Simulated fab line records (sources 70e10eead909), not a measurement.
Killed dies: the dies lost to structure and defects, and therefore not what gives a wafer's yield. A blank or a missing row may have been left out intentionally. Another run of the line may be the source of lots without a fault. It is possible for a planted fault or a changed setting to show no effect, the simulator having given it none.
Comparing a struck lot with a sound one	flow nand harc	14 steps out of a route of 1302
Sound: these wafers, L151.1, L151.4, L151.6. Wafers L157.1, L157.5, L157.6 were the ones struck. The cause is given at the end.
At each step with rows: each side's tool, then ch and its chambers, then its first start. Under that, the readings that differ: sound wafers	struck wafers	difference of the means	sigmas: that difference in standard deviations of wafers without a fault.
alike: readings with means less than 2 such deviations apart, plus words and numbers identical on both sides. not compared: withheld readings, readings lacking a value on some wafer, bounds such as >300 that could conceal the same value, and numbers that have no deviation in the record and whose values overlap.
A row with sigmas, a row that says differs or no value, or rows on one side alone: a step with any of these is where the two part. Numbers that have no deviation but don't overlap get no sigmas and don't part them. Lack of a reading on every wafer of one side parts them only where that side has two or more wafers.

NHARC_A_DECK1_JOINT_CMP_02: polishes SiOx.
  sound on cmp-03 ch 0,2, day 13 12:20; struck on cmp-03 ch 1,2, day 15 14:38
  alike: motor current A
then, 1 step without rows for these wafers: NHARC_A_DECK1_JOINT_SRD_15.
NHARC_A_DECK1_JOINT_DEP_16: deposits SiO2, target thk 45 nm.
  sound on pecvd-02 ch 0,1,2, day 13 12:44; struck on pecvd-02 ch 1,2, day 15 15:11
reading	sound	struck	difference	sigmas
susceptor temp C (C)	400.29 400.31 400.14	399.59 399.81 399.79	-0.52	-2
  alike: heater power w, throttle valve pct
NHARC_A_DECK1_JOINT_THK_MEAS_17: measures by ellipsometry.
  sound: film metro-02 at day 13 13:01; struck: film metro-02 at day 15 15:25
  alike: thk nm
NHARC_A_DECK1_JOINT_INSPECT_05:
  sound: defect inspect-02 at day 13 13:02; struck: defect inspect-01 at day 15 15:27
  alike: raw defect count
following that, 1 step holds no rows for these wafers, namely NHARC_A_ONON_D2_DEP_00 (target thickness 1000 nm).
NHARC_A_ONON_D2_THK_MEAS_02: measures by ellipsometry.
  sound: film metro-01 at day 13 13:37; struck: film metro-01 at day 15 16:01
  alike: thk nm
following that, 1 step holds no rows for these wafers, namely NHARC_A_ONON_D2_DEP_03 (target thickness 1000 nm).
NHARC_A_ONON_D2_THK_MEAS_05: measures by ellipsometry.
  sound: film metro-02 at day 13 14:11; struck: film metro-02 at day 15 16:35
reading	sound	struck	difference	sigmas
thk nm (nm)	1025 1023 1023	989 987 988	-36	-4
following that, 1 step holds no rows for these wafers, namely NHARC_A_ONON_D2_DEP_06 (target thickness 1000 nm).
NHARC_A_ONON_D2_THK_MEAS_08: measures by ellipsometry.
  sound: film metro-02 at day 13 14:46; struck: film metro-01 at day 15 17:09
  alike: thk nm
NHARC_A_ONON_D2_DEP_09: target thk 1000 nm.
  sound on pecvd onon-02 ch 0, day 13 14:49; struck on pecvd onon-02 ch 0, day 15 17:13
  alike: n2 flow sccm, susceptor temp C
NHARC_A_ONON_D2_THK_MEAS_11: measures by ellipsometry.
  sound: film metro-02 at day 13 15:19; struck: film metro-01 at day 15 17:53
reading	sound	struck	difference	sigmas
thk nm (nm)	1007 1008 1007	1454 1452 1456	+447	+57
  not compared: hold
NHARC_END_SORT_01:
  the record has rows for the sound wafers here (prober-01 ch 0, day 25 03:26) and none for the struck ones

== WHERE THEY PART ==
Earliest at NHARC_A_DECK1_JOINT_DEP_16; latest, in this record, at NHARC_END_SORT_01.

WHY: the cause the simulator had injected
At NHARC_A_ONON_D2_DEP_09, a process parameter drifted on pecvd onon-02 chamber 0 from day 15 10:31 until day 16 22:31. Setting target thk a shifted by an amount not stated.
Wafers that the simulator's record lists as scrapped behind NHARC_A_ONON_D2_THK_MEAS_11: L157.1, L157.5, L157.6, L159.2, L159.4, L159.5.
